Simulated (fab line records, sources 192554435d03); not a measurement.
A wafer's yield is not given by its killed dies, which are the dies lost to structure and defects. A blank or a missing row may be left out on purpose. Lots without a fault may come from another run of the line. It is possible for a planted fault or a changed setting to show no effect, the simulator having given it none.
Chamber matching | flow n5-finfet | rie-diel-02 running N5_BEOL_M0_SAQP_STRIP_86: 4 sister chambers
The step strips in N2/H2. 8 wafers are shown with their chamber, then 9 later ones without.

WAFERS PAIRED WITH THEIR CHAMBERS
wafer  | chamber | drypump-motor-current-A (A) | throttle-valve-pct (%)
L084.4 | 0       | 6.6                         | 18.1
L084.6 | 2       | 5.7                         | 19.4
L086.2 | 2       | 5.7                         | 19.3
L086.5 | 3       | 5.8                         | 19.1
L086.6 | 0       | 6.7                         | 18.1
L091.1 | 1       | 5.8                         | 19.0
L091.2 | 3       | 5.8                         | 19.1
L091.4 | 1       | 5.8                         | 19.0

WAFERS WITHOUT THEIR CHAMBER
wafer  | drypump-motor-current-A (A) | throttle-valve-pct (%)
L093.1 | 5.8                         | 19.1
L093.5 | 5.8                         | 19.0
L093.6 | 5.7                         | 19.0
L096.4 | 5.7                         | 19.0
L096.5 | 5.9                         | 19.1
L096.6 | 6.7                         | 18.2
L097.2 | 5.7                         | 19.0
L097.4 | 5.7                         | 19.0
L097.5 | 6.7                         | 18.1

CHAMBER TAKEN BY EACH
wafer  | from the rows above     | in truth
L093.1 | 3                       | 3
L093.5 | 1                       | 1
L093.6 | can't be placed: 1 or 3 | 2
L096.4 | can't be placed: 1 or 3 | 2
L096.5 | can't be placed: 3 or 1 | 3
L096.6 | 0                       | 0
L097.2 | can't be placed: 1 or 3 | 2
L097.4 | can't be placed: 1 or 3 | 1
L097.5 | 0                       | 0
Correct placement for 4 of the 9. Not placeable from these rows: 5 (in 2, the candidates include the true chamber). Number placed wrongly: 0.
How it was worked out, from the rows above alone: a wafer's distance from a chamber is the root of the sum, over the readings, of the square of ((its reading less the chamber's mean) divided by the reading's scatter). The wafer belongs to the nearest chamber; if the next one is less than 2 further off, it can't be placed. A chamber's mean is the mean of its shown wafers. The scatter is the square root of a quotient: the sum, over the shown wafers, of each reading's squared deviation from its chamber's mean, divided by wafers minus chambers.
